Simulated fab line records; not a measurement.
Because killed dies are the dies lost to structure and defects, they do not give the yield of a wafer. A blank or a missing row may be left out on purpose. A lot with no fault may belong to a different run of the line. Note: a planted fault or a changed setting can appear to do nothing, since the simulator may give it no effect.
Struck lot and sound lot, side by side :: flow nand-harc :: 28 steps out of a route of 1159
Sound: wafers L654.3, L654.4, L654.5. Struck: wafer L670.3. (L670.1, L670.5 of the same lot were not struck and are left out.) The cause comes at the end.
Order at every step that has rows: each side's tool, ch and its chambers, its first start. Under that, the readings that differ: sound wafers :: struck wafers :: difference of the means :: sigmas: that difference in standard deviations of wafers without a fault.
alike: same words and numbers on both sides, and readings whose means sit less than 2 such deviations apart. not compared: any withheld reading, any reading some wafer has no value for, any bound like >300 that may hide the same value, and any number with overlapping values for which the record gives no deviation.
The two part at a step that has a row with sigmas, a row that says differs or no value, or rows on one side only. Numbers that don't overlap but have no deviation are shown without sigmas and don't part them. Lack of a reading on every wafer of one side parts them only where that side has two or more wafers.

first, 1 step without rows for these wafers: NHARC_P_M0_STRIP_19 (strips in post etch residue remover, time 600 s).
NHARC_P_M0_DEGAS_28: time 60 s.
  sound on pvd-sputter-02, day 5 22:10; struck on pvd-sputter-01, day 10 02:35
  alike: heater-power-w
NHARC_P_M0_PRE_CLEAN_29: time 30 s.
  sound on pvd-sputter-02; struck on pvd-sputter-01
  alike: heater-power-w
then, 1 step without rows for these wafers: NHARC_P_M0_PVD_20 (deposits TaN, target thk 5 nm, time 8.06 s).
NHARC_P_M0_PVD_21: deposits Cu, target thk 30 nm, time 20.49 s.
  sound on pvd-sputter-02; struck on pvd-sputter-01
  alike: throttle-valve-pct
then, 1 step without rows for these wafers: NHARC_P_M0_ECD_22 (material Cu, target thk 400 nm).
NHARC_P_M0_ANNEAL_30: time 90 s.
  sound on rtp-anneal-01 ch 0, day 5 23:01; struck on rtp-anneal-02 ch 0, day 10 03:20
reading: wafer_temp_C_max
sound: 226.23 226.55 226.56
struck: 225.86
difference: -0.59
sigmas: -2
  alike: anneal-temp-c, anneal-temp-c-max
NHARC_P_M0_CMP_23: polishes, t overpolish 20 s, target thk 117.53 nm.
  sound on cmp-01 ch 0,1,3, day 5 23:19; struck on cmp-01 ch 0, day 10 03:45
  alike: edge-zone-pressure-frac, motor-current-A, time-to-endpoint-s
NHARC_P_M0_THK_MEAS_24: measures by xrf.
  sound on film-metro-02, day 5 23:34; struck on film-metro-02, day 10 04:01
reading: thk-nm (nm)
sound: 116.5 121.2 116.2
struck: 121.5
difference: +3.5
sigmas: +2
after that, 1 step had no rows for these wafers: NHARC_P_M0_SRD_25.
NHARC_P_M0_INSPECT_27:
  sound on defect-inspect-02, day 5 23:44; struck on defect-inspect-01, day 10 04:10
  alike: raw-defect-count
NHARC_P_M0_PRE_CLEAN_31: time 12 s.
  sound on pecvd-02 ch 1,2, day 5 23:49; struck on pecvd-02 ch 2, day 10 04:14
  alike: heater-power-w
then, 11 steps without rows for these wafers: NHARC_P_M0_DEP_32 (deposits SiCN, target thk 30 nm); NHARC_P_M1_DEP_00 (deposits SiOC, target thk 182.5 nm); NHARC_P_M1_DEHYDRATE_01 (time 120 s); NHARC_P_M1_HMDS_02 (time 30 s); NHARC_P_M1_COAT_34 (time 65 s); NHARC_P_M1_COAT_03 (resist thk 90 nm); NHARC_P_M1_SOFTBAKE_04 (time 55 s); NHARC_P_M1_EBR_05; NHARC_P_M1_EXPOSE_06 (exposes mask P M1, target cd 130 nm); NHARC_P_M1_PEB_07 (peb time 65 s); NHARC_P_M1_DEVELOP_08 (develop time 35 s).
NHARC_P_M1_CD_MEAS_09 targets a cd of 130 nm.
  sound on cd-sem-01 ch 0, day 6 01:07; struck on cd-sem-03 ch 0, day 10 05:35
reading: cd-nm (nm)
sound: 130.4 130.2 131.2
struck: 128.9
difference: -1.7
sigmas: -2
NHARC_P_M1_OVL_MEAS_10: pitch 260 nm.
  sound on overlay-01, day 6 01:12; struck on overlay-01, day 10 05:40
  alike: overlay-x-nm, overlay-y-nm
NHARC_P_M1_INSPECT_11:
  sound on defect-inspect-01, day 6 01:14; struck on defect-inspect-02, day 10 05:43
reading: raw-defect-count
sound: 3 6 8
struck: 289
difference: +283
sigmas: +99 or more
then, 1 step without rows for these wafers: NHARC_P_M1_DESCUM_14 (chemistry O2, time 3 s).
-- break in the record here, with 13 days between the starts of the struck wafers on either side (left off in module P_M1, picked up again in module END, where the first step shown is number 1159 on the route) --
NHARC_END_SORT_01:
  only the struck wafers appear in the record here, on prober-02 ch 0 at day 23 15:51; the sound ones have no rows

## WHERE THEY PART
Earliest at NHARC_P_M0_ANNEAL_30; latest, in this record, at NHARC_END_SORT_01.

WHY: the cause the simulator had injected
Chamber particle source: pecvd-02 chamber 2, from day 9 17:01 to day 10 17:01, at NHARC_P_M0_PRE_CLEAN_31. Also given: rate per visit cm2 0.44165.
